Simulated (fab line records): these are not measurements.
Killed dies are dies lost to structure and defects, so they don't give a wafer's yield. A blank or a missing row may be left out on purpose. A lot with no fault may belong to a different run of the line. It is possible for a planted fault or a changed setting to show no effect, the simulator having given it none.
fab line records + flow nandHarc
record:
- lots: 11
- wafers: 33
- lastDay: 34
route steps=1302 shown P_GATE@204 P_CONTACT@237
lots with no fault: from the same line, run without faults
startH: hours from the record's first day to the start of the lot's first wafer shown + waitH: how many hours have passed since the lot's step before this one + " identical to the entry in the row above + L1.1+2: a single row standing in for several wafers + - value missing, or start not given + * or withheld: withheld + < > ~ a bound
route shown NAME@n: names a module that has steps shown in the file, with the first one's number in the route + usual: average and standard deviation across the fault-free wafers + same: alike in all rows + chamber/n: place in a boat + sites: each site's reading + _std_site: the standard deviation of these + _edge_site: outer sites' mean less inner sites' + radiusMm: for every site, how far away it sits from the centre of the wafer + mask NAME#n: copy n + behind: the last tool/chamber to shape the wafer + hold: why the lot went on hold/how many hours it stayed there/how the hold came to an end + device: transistor that didn't switch, given as n, p or np + end of line: at the end of the route, the tests of the same wafers + where a step has no rows: the recipe by itself + killed: dies that structure and defects cost at the first sort, which is not the same as the wafer's yield + map: shows each die of a wafer: x if killed, . if not, _ if none is there
set.NAME: the setting that was run; set.NAME@STEP: the one run at that earlier step + model.NAME: the simulator's own value behind a step, which no gauge read
route steps across a sampled set of lots; one table per step, one row per wafer
services: a tool's chamber out of use, with start hour (startH, from the record's first day; less than 0 if before it), hours out, and reason
== steps ==
step: NHARC_P_GATE_STRIP_113
recipe:
- powerW: 1500
- tempC: 110
- timeS: 740
- chemistry: N2/H2
usual:
- drypumpMotorCurrentA: 5.78/0.15
- heaterPowerW: 88/4.4
| lot.wafer | tool           | chamber | startH | waitH | drypumpMotorCurrentA | heaterPowerW | rfHoursCounterH |
|-----------|----------------|---------|--------|-------|----------------------|--------------|-----------------|
| L122.2    | plasmaAsher-02 | 0       | 165.61 | 0.2   | 5.67                 | 89           | 19              |
| L122.1    | "              | 1       | "      | "     | 6.02                 | 90           | 19              |
| L122.5    | "              | 1       | "      | "     | 5.96                 | 91           | -               |
| L125.1    | plasmaAsher-02 | 1       | 189.31 | 0.2   | 5.94                 | 91           | 26              |
| L125.2    | "              | 0       | "      | "     | 5.66                 | 85           | 26              |
| L125.4    | "              | 1       | "      | "     | 5.91                 | 91           | -               |
| L126.2    | plasmaAsher-01 | 1       | 194.07 | 0.2   | 5.54                 | 96           | 4               |
| L126.3    | "              | 1       | "      | "     | 5.58                 | 95           | -               |
| L126.5    | "              | 0       | "      | "     | 5.83                 | 87           | -               |
| L127.2    | plasmaAsher-01 | 0       | 204.25 | 0.3   | 5.85                 | 85           | 6               |
| L127.5    | "              | 1       | "      | "     | 5.55                 | 97           | -               |
| L127.6    | "              | 0       | "      | "     | 5.83                 | 87           | -               |
| L130.4    | plasmaAsher-01 | 0       | 227.94 | 0.5   | 5.85                 | 88           | -               |
| L130.5    | "              | 1       | "      | "     | 5.57                 | 95           | -               |
| L130.6    | "              | 0       | "      | "     | 5.84                 | 88           | -               |
| L129.2    | plasmaAsher-02 | 1       | 233.59 | 0.2   | 5.99                 | 91           | 33              |
| L129.1    | "              | 0       | "      | "     | 5.67                 | 86           | 33              |
| L129.6    | "              | 1       | "      | "     | 5.95                 | 91           | -               |
| L133.3    | plasmaAsher-01 | 0       | 258.54 | 0.5   | 5.80                 | 89           | -               |
| L133.5    | "              | 1       | "      | "     | 5.55                 | 96           | -               |
| L133.6    | "              | 0       | "      | "     | 5.84                 | 87           | -               |
| L136.4    | plasmaAsher-02 | 1       | 293.44 | 0.3   | 5.95                 | 91           | -               |
| L136.3    | "              | 0       | "      | "     | 5.69                 | 80           | -               |
| L136.6    | "              | 0       | "      | "     | 5.69                 | 80           | -               |
| L138.1    | plasmaAsher-02 | 0       | 320.63 | 0.3   | 5.69                 | 82           | 11              |
| L138.3    | "              | 1       | "      | "     | 5.98                 | 91           | -               |
| L138.4    | "              | 0       | "      | "     | 5.69                 | 79           | -               |
| L139.1    | plasmaAsher-02 | 1       | 323.10 | 0.3   | 5.94                 | 90           | 12              |
| L139.4    | "              | 1       | "      | "     | 5.96                 | 88           | -               |
| L139.5    | "              | 1       | "      | "     | 5.95                 | 88           | -               |
| L140.2    | plasmaAsher-01 | 0       | 337.67 | 0.2   | 5.84                 | 89           | 35              |
| L140.3    | "              | 0       | "      | "     | 5.81                 | 85           | -               |
| L140.5    | "              | 1       | "      | "     | 5.59                 | 96           | -               |
step: NHARC_P_CONTACT_ETCH_36
recipe:
- targetDepthA: 2600
- overEtchFrac: 0.25
- timeS: 406.25
- ionEnergyEv: 200
- n2FlowSccm: 150
- h2FlowSccm: 150
- arFlowSccm: 0
- rfW: 400
- biasW: 150
- chemistry: N2/H2
usual:
- drypumpMotorCurrentA: 5.7/0.53
- mfcArSccm: 0.008/0.01
- oesProductAu: 0.997/0.01
- rfVppV: 431.1/2.6
- runLengthS: 427.6/0.42
- showerheadPlenumPTorr: 2.06/0.094
- throttleValvePct: 14.171/0.0094
| lot.wafer | tool       | chamber | startH | waitH | drypumpMotorCurrentA | mfcArSccm | oesProductAu | rfHoursCounterH | rfVppV | runLengthS | showerheadPlenumPTorr | throttleValvePct |
|-----------|------------|---------|--------|-------|----------------------|-----------|--------------|-----------------|--------|------------|-----------------------|------------------|
| L122.2    | rieDiel-02 | 3       | -      | -     | 6.4                  | 0         | 0.993        | 8.5             | 432.6  | 428.2      | 2.13                  | 14.172           |
| L122.1    | "          | 1       | "      | "     | 6.1                  | 0.021     | 0.992        | 7.6             | 432.9  | 427.3      | 2.14                  | 14.175           |
| L122.5    | "          | 0       | "      | "     | 5.1                  | 0.008     | 0.990        | -               | 426.8  | 427.3      | 1.94                  | 14.175           |
| L125.2    | rieDiel-05 | 3       | -      | -     | 5.5                  | 0.011     | 0.995        | 3.6             | 428.2  | 428.1      | 1.95                  | 14.174           |
| L125.1    | "          | 0       | "      | "     | 6.3                  | 0         | 1.009        | 2.8             | 427.7  | 427.9      | 2.01                  | 14.168           |
| L125.4    | "          | 1       | "      | "     | 4.9                  | 0.005     | 0.983        | 3.5             | 430.7  | 428.2      | 2.07                  | 14.176           |
| L126.3    | rieDiel-06 | 2       | -      | -     | 6.1                  | 0         | 1.004        | 1.7             | 435.9  | 427.7      | 2.20                  | 14.184           |
| L126.2    | "          | 3       | "      | "     | 6.4                  | 0.005     | 1.009        | 1.9             | 432.5  | 427.0      | 2.09                  | 14.180           |
| L126.5    | "          | 1       | "      | "     | 5.2                  | 0         | 0.993        | -               | 431.6  | 427.4      | 2.07                  | 14.157           |
| L127.2    | rieDiel-06 | 1       | -      | -     | 5.1                  | 0         | 0.991        | 2.1             | 431.5  | 427.1      | 2.07                  | 14.174           |
| L127.6    | "          | 2       | "      | "     | 6.1                  | 0         | 0.985        | -               | 433.7  | 428.1      | 2.20                  | 14.160           |
| L127.5    | "          | 3       | "      | "     | 6.4                  | 0.005     | 0.991        | -               | 431.2  | 427.0      | 2.09                  | 14.166           |
| L130.4    | rieDiel-02 | 1       | -      | -     | 6.1                  | 0.021     | 1.016        | 0.2             | 433.4  | 427.0      | 2.14                  | 14.171           |
| L130.5    | "          | 2       | "      | "     | 4.9                  | 0         | 0.995        | -               | 430.6  | 427.2      | 2.03                  | 14.163           |
| L130.6    | "          | 3       | "      | "     | 6.5                  | 0         | 1.013        | -               | 432.3  | 427.8      | 2.13                  | 14.191           |
| L129.2    | rieDiel-06 | 0       | -      | -     | 5.6                  | 0.010     | 0.990        | 2.9             | 426.2  | 427.3      | 1.92                  | 14.173           |
| L129.1    | "          | 2       | "      | "     | 6.1                  | 0         | 0.996        | 3.1             | 435.8  | 427.7      | 2.20                  | 14.187           |
| L129.6    | "          | 1       | "      | "     | 5.2                  | 0         | 0.991        | -               | 430.8  | 427.2      | 2.07                  | 14.170           |
| L133.3    | rieDiel-06 | 3       | -      | -     | 6.5                  | 0.005     | 0.998        | 4.0             | 430.7  | 426.9      | 2.08                  | 14.169           |
| L133.5    | "          | 2       | "      | "     | 6.1                  | 0         | 0.998        | -               | 435.3  | 427.7      | 2.20                  | 14.171           |
| L133.6    | "          | 3       | "      | "     | 6.5                  | 0.005     | 1.009        | -               | 430.5  | 427.1      | 2.08                  | 14.171           |
| L136.4    | rieDiel-05 | 2       | -      | -     | 5.5                  | 0.034     | 1.019        | 1.7             | 433.4  | 428.0      | 2.17                  | 14.171           |
| L136.3    | "          | 3       | "      | "     | 5.6                  | 0.011     | 1.001        | 1.6             | 427.9  | 427.8      | 1.95                  | 14.168           |
| L136.6    | "          | 2       | "      | "     | 5.5                  | 0.034     | 1.011        | -               | 434.6  | 427.5      | 2.17                  | 14.180           |
| L138.4    | rieDiel-05 | 3       | -      | -     | 5.6                  | 0.011     | 1.001        | 2.5             | 427.7  | 427.8      | 1.95                  | 14.163           |
| L138.3    | "          | 0       | "      | "     | 6.3                  | 0         | 0.996        | 2.4             | 430.4  | 427.5      | 2.00                  | 14.147           |
| L138.1    | "          | 1       | "      | "     | 4.9                  | 0.005     | 1.001        | 2.6             | 431.2  | 428.3      | 2.07                  | 14.183           |
| L139.4    | rieDiel-02 | 2       | -      | -     | 4.9                  | 0         | 1.000        | 6.1             | 429.4  | 427.2      | 2.02                  | 14.194           |
| L139.1    | "          | 1       | "      | "     | 6.1                  | 0.021     | 1.006        | 6.3             | 433.2  | 427.1      | 2.13                  | 14.162           |
| L139.5    | "          | 3       | "      | "     | 6.4                  | 0         | 1.019        | -               | 432.3  | 428.2      | 2.12                  | 14.175           |
| L140.2    | rieDiel-02 | 0       | -      | -     | 5.1                  | 0.008     | 1.000        | 5.2             | 428.1  | 427.5      | 1.94                  | 14.161           |
| L140.3    | "          | 1       | "      | "     | 6.1                  | 0.021     | 1.016        | 6.7             | 432.8  | 427.5      | 2.13                  | 14.164           |
| L140.5    | "          | 1       | "      | "     | 6.1                  | 0.021     | 1.002        | -               | 433.0  | 427.0      | 2.13                  | 14.174           |
step: NHARC_P_CONTACT_ETCH_31
recipe:
- targetDepthA: 300
- timeS: 85.7
- ionEnergyEv: 120
- overEtchFrac: 1
- ch3fFlowSccm: 50
- o2FlowSccm: 30
- arFlowSccm: 200
- rfW: 500
- biasW: 100
- chemistry: CH3F/O2
usual:
- drypumpMotorCurrentA: 5.7/0.55
- mfcArSccm: 200.0/0.68
- oesProductAu: 0.975/0.013
- rfVppV: 244.8/1.6
- runLengthS: 107.0/0.43
- showerheadPlenumPTorr: 2.48/0.1
- throttleValvePct: 20.663/0.0094
| lot.wafer | tool       | chamber | startH | waitH | drypumpMotorCurrentA | mfcArSccm | oesProductAu | rfHoursCounterH | rfVppV | runLengthS | showerheadPlenumPTorr | throttleValvePct |
|-----------|------------|---------|--------|-------|----------------------|-----------|--------------|-----------------|--------|------------|-----------------------|------------------|
| L122.2    | rieDiel-02 | 2       | 170.70 | -     | 4.9                  | 199.4     | 0.997        | 7.1             | 244.2  | 106.7      | 2.44                  | 20.655           |
| L122.1    | "          | 3       | "      | "     | 6.4                  | 199.5     | 0.987        | 8.8             | 245.8  | 107.5      | 2.56                  | 20.655           |
| L122.5    | "          | 2       | "      | "     | 4.9                  | 200.2     | 0.998        | -               | 244.6  | 106.7      | 2.44                  | 20.653           |
| L125.4    | rieDiel-05 | 3       | 198.39 | -     | 5.6                  | 199.6     | 0.980        | 3.9             | 244.0  | 107.5      | 2.36                  | 20.642           |
| L125.1    | "          | 1       | "      | "     | 4.9                  | 200.1     | 0.962        | 3.7             | 244.5  | 107.4      | 2.49                  | 20.665           |
| L125.2    | "          | 2       | "      | "     | 5.5                  | 199.4     | 0.991        | 3.8             | 246.8  | 107.5      | 2.61                  | 20.658           |
| L126.3    | rieDiel-06 | 3       | 199.23 | -     | 6.4                  | 200.3     | 0.985        | 2.1             | 244.5  | 106.6      | 2.51                  | 20.657           |
| L126.2    | "          | 0       | "      | "     | 5.6                  | 199.9     | 0.942        | 1.9             | 243.2  | 106.9      | 2.32                  | 20.666           |
| L126.5    | "          | 1       | "      | "     | 5.2                  | 200.1     | 0.949        | -               | 244.2  | 106.5      | 2.50                  | 20.664           |
| L127.2    | rieDiel-06 | 3       | 209.22 | -     | 6.5                  | 200.8     | 0.979        | 2.5             | 244.9  | 106.6      | 2.51                  | 20.673           |
| L127.6    | "          | 1       | "      | "     | 5.2                  | 199.3     | 0.994        | -               | 246.3  | 106.4      | 2.50                  | 20.659           |
| L127.5    | "          | 2       | "      | "     | 6.1                  | 199.3     | 0.973        | -               | 246.3  | 107.5      | 2.64                  | 20.680           |
| L130.4    | rieDiel-02 | 0       | 232.62 | -     | 5.1                  | 200.0     | 0.971        | 0.4             | 242.4  | 106.6      | 2.34                  | 20.654           |
| L130.5    | "          | 2       | "      | "     | 4.9                  | 199.3     | 0.988        | -               | 246.3  | 106.3      | 2.44                  | 20.657           |
| L130.6    | "          | 3       | "      | "     | 6.4                  | 199.6     | 0.988        | -               | 247.2  | 108.0      | 2.56                  | 20.656           |
| L129.2    | rieDiel-06 | 3       | 238.70 | -     | 6.4                  | 199.1     | 0.943        | 3.3             | 246.8  | 106.5      | 2.51                  | 20.659           |
| L129.1    | "          | 0       | "      | "     | 5.6                  | 200.6     | 0.941        | 3.2             | 242.9  | 65.1       | 2.32                  | 20.655           |
| L129.6    | "          | 2       | "      | "     | 6.1                  | 199.3     | 0.955        | -               | 247.3  | 107.1      | 2.64                  | 20.649           |
| L133.3    | rieDiel-06 | 3       | 263.41 | -     | 6.5                  | 200.4     | 0.971        | 4.3             | 245.3  | 106.8      | 2.51                  | 20.677           |
| L133.6    | "          | 0       | "      | "     | 5.6                  | 200.1     | 0.959        | -               | 243.9  | 65.1       | 2.32                  | 20.675           |
| L133.5    | "          | 3       | "      | "     | 6.5                  | 199.2     | 0.968        | -               | 245.0  | 106.6      | 2.51                  | 20.661           |
| L136.4    | rieDiel-05 | 2       | 298.28 | -     | 5.5                  | 200.1     | 0.987        | 1.9             | 247.2  | 106.9      | 2.61                  | 20.676           |
| L136.3    | "          | 3       | "      | "     | 5.6                  | 199.3     | 0.978        | 1.9             | 243.9  | 107.2      | 2.35                  | 20.658           |
| L136.6    | "          | 1       | "      | "     | 4.9                  | 198.7     | 0.972        | -               | 244.8  | 107.4      | 2.49                  | 20.659           |
| L138.1    | rieDiel-05 | 2       | 325.90 | -     | 5.5                  | 201.0     | 0.989        | 3.0             | 246.3  | 106.9      | 2.60                  | 20.676           |
| L138.4    | "          | 3       | "      | "     | 5.6                  | 200.3     | 0.983        | 2.9             | 243.4  | 107.0      | 2.35                  | 20.650           |
| L138.3    | "          | 0       | "      | "     | 6.4                  | 200.7     | 0.970        | 2.5             | 244.7  | 106.8      | 2.42                  | 20.667           |
| L139.1    | rieDiel-02 | 2       | 328.34 | -     | 4.9                  | 199.5     | 0.961        | 6.4             | 243.8  | 106.4      | 2.44                  | 20.654           |
| L139.4    | "          | 0       | "      | "     | 5.1                  | 199.6     | 0.970        | 5.0             | 242.3  | 106.6      | 2.34                  | 20.659           |
| L139.5    | "          | 1       | "      | "     | 6.0                  | 200.4     | 0.983        | -               | 244.9  | 107.2      | 2.56                  | 20.666           |
| L140.2    | rieDiel-02 | 1       | 342.92 | -     | 6.1                  | 200.6     | 0.984        | 7.0             | 243.6  | 106.5      | 2.56                  | 20.673           |
| L140.3    | "          | 2       | "      | "     | 4.9                  | 199.3     | 0.972        | 6.8             | 243.8  | 106.8      | 2.44                  | 20.659           |
| L140.5    | "          | 0       | "      | "     | 5.1                  | 200.6     | 0.987        | -               | 244.4  | 106.7      | 2.34                  | 20.661           |
step: NHARC_P_CONTACT_ALD_22
recipe:
- targetThkA: 30
- pulseTimeS: 1
- aldCycles: 150
- tempC: 450
- material: TiN
usual:
- heaterPowerOuterW: 688/73
- heaterPowerW: 1089/95
- precursorPulseHeightRel: 1.002/0.018
- susceptorTempC: 450.02/0.24
| lot.wafer | tool        | chamber | startH | waitH | heaterPowerOuterW | heaterPowerW | precursorPulseHeightRel | susceptorTempC |
|-----------|-------------|---------|--------|-------|-------------------|--------------|-------------------------|----------------|
| L122.2    | aldMetal-02 | 0       | 171.78 | -     | 679               | 1056         | 0.954                   | 449.92         |
| L122.1    | "           | 1       | "      | "     | 720               | 1126         | 1.016                   | 450.08         |
| L122.5    | "           | 1       | "      | "     | 706               | 1082         | 1.005                   | 450.00         |
| L125.1    | aldMetal-01 | 3       | 199.47 | -     | 666               | 1121         | 1.013                   | 450.07         |
| L125.2    | "           | 0       | "      | "     | 668               | 1106         | 1.007                   | 449.86         |
| L125.4    | "           | 1       | "      | "     | 603               | 952          | 0.991                   | 450.59         |
| L126.2    | aldMetal-04 | 0       | 200.30 | -     | 637               | 1002         | 1.014                   | 449.88         |
| L126.3    | "           | 1       | "      | "     | 598               | 938          | 0.962                   | 449.59         |
| L126.5    | "           | 1       | "      | "     | 598               | 943          | 0.999                   | 449.64         |
| L127.2    | aldMetal-02 | 3       | 210.37 | -     | 668               | 1082         | 1.032                   | 450.24         |
| L127.6    | "           | 0       | "      | "     | 694               | 1084         | 0.996                   | 450.03         |
| L127.5    | "           | 1       | "      | "     | 710               | 1108         | 0.998                   | 449.81         |
| L130.4    | aldMetal-01 | 1       | 233.69 | -     | 602               | 974          | 0.978                   | 450.22         |
| L130.5    | "           | 1       | "      | "     | 582               | 983          | 1.025                   | 450.11         |
| L130.6    | "           | 2       | "      | "     | 838               | 1267         | 1.022                   | 449.85         |
| L129.2    | aldMetal-01 | 3       | 239.81 | -     | 657               | 1143         | 1.006                   | 449.91         |
| L129.1    | "           | 0       | "      | "     | 658               | 1097         | 0.992                   | 449.98         |
| L129.6    | "           | 2       | "      | "     | 851               | 1267         | 1.000                   | 449.91         |
| L133.3    | aldMetal-02 | 1       | 264.54 | -     | 729               | 1142         | 1.025                   | 450.21         |
| L133.6    | "           | 2       | "      | "     | 717               | 1094         | 0.997                   | 450.01         |
| L133.5    | "           | 3       | "      | "     | 660               | 1072         | 0.985                   | 450.30         |
| L136.3    | aldMetal-01 | 2       | 299.37 | -     | 846               | 1275         | 0.996                   | 449.83         |
| L136.4    | "           | 0       | "      | "     | 661               | 1078         | 0.992                   | 450.67         |
| L136.6    | "           | 2       | "      | "     | 852               | 1276         | 1.002                   | 449.63         |
| L138.4    | aldMetal-01 | 1       | 327.01 | -     | 586               | 970          | 0.995                   | 450.33         |
| L138.3    | "           | 2       | "      | "     | 845               | 1292         | 1.024                   | 450.27         |
| L138.1    | "           | 0       | "      | "     | 678               | 1109         | 1.015                   | 449.96         |
| L139.1    | aldMetal-02 | 0       | 329.46 | -     | 668               | 1031         | 1.031                   | -              |
| L139.4    | "           | 1       | "      | "     | 738               | 1143         | 1.030                   | -              |
| L139.5    | "           | 2       | "      | "     | 746               | 1112         | 1.000                   | -              |
| L140.3    | aldMetal-01 | 2       | 343.99 | -     | 865               | 1286         | 1.027                   | 449.83         |
| L140.2    | "           | 3       | "      | "     | 676               | 1133         | 1.019                   | 449.59         |
| L140.5    | "           | 3       | "      | "     | 668               | 1131         | 1.016                   | 449.96         |
== services ==
| tool           | chamber | startH | hours | kind   |
|----------------|---------|--------|-------|--------|
| aldMetal-01    | -       | 145.45 | 1.0   | repair |
| aldMetal-01    | 1       | 157.01 | 27.3  | repair |
| rieDiel-05     | 0       | 158.03 | 16.1  | repair |
| plasmaAsher-01 | -       | 165.00 | 9.0   | pm     |
| aldMetal-01    | -       | 170.00 | 10.0  | pm     |
| aldMetal-02    | 3       | 180.86 | 4.7   | repair |
| plasmaAsher-01 | -       | 180.94 | 6.4   | repair |
| rieDiel-06     | 0       | 188.73 | 4.0   | repair |
| rieDiel-05     | 1       | 205.40 | 10.0  | repair |
| plasmaAsher-01 | -       | 211.91 | 1.6   | repair |
| rieDiel-02     | -       | 216.70 | 9.0   | pm     |
| rieDiel-05     | -       | 229.60 | 9.0   | pm     |
| plasmaAsher-02 | -       | 249.27 | 9.0   | pm     |
| rieDiel-06     | 0       | 250.88 | 7.1   | repair |
| rieDiel-06     | 1       | 252.90 | 32.3  | repair |
| rieDiel-05     | 3       | 257.40 | 6.3   | repair |
| rieDiel-05     | 2       | 267.72 | 5.3   | repair |
| rieDiel-02     | 0       | 271.24 | 21.4  | repair |
| plasmaAsher-02 | -       | 274.86 | 0.8   | repair |
| aldMetal-01    | 2       | 291.54 | 3.1   | repair |
| rieDiel-06     | 3       | 303.54 | 1.3   | repair |
| rieDiel-06     | -       | 307.28 | 9.0   | pm     |
| rieDiel-05     | 2       | 335.30 | 4.3   | repair |
| plasmaAsher-01 | -       | 342.00 | 9.0   | pm     |
== key ==
firstSign:
- step: NHARC_P_CONTACT_ETCH_31
- reading: runLengthS
- direction: down
- sigmas: 97
- usual: *
- struck: *
effect none on later readings
metAt NHARC_P_CONTACT_ETCH_31
struckLots L129,L133
struckWafers L129.1,L133.6
testerLeftOut L129,L133
notActingAt NHARC_P_GATE_STRIP_113,NHARC_P_CONTACT_ETCH_36,NHARC_P_CONTACT_ALD_22
onsetBetween 199.23 238.70
fault:
- kind: processParameterDrift
- tool: rieDiel-06
- chamber: 0
- onsetH: 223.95
- steps: NHARC_P_CONTACT_ETCH_31
- channel: timeS
- offset: *
- shape: step
- endH: 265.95
- actsIn: *
- stated: *
testerLeftOut: of these lots the tester's yield and bins aren't shown, on N5 and GAA mostly nor the transistor test; their killed dies are dies lost to structure and defects alone, not to doping, threshold or leakage, so they don't give the yield
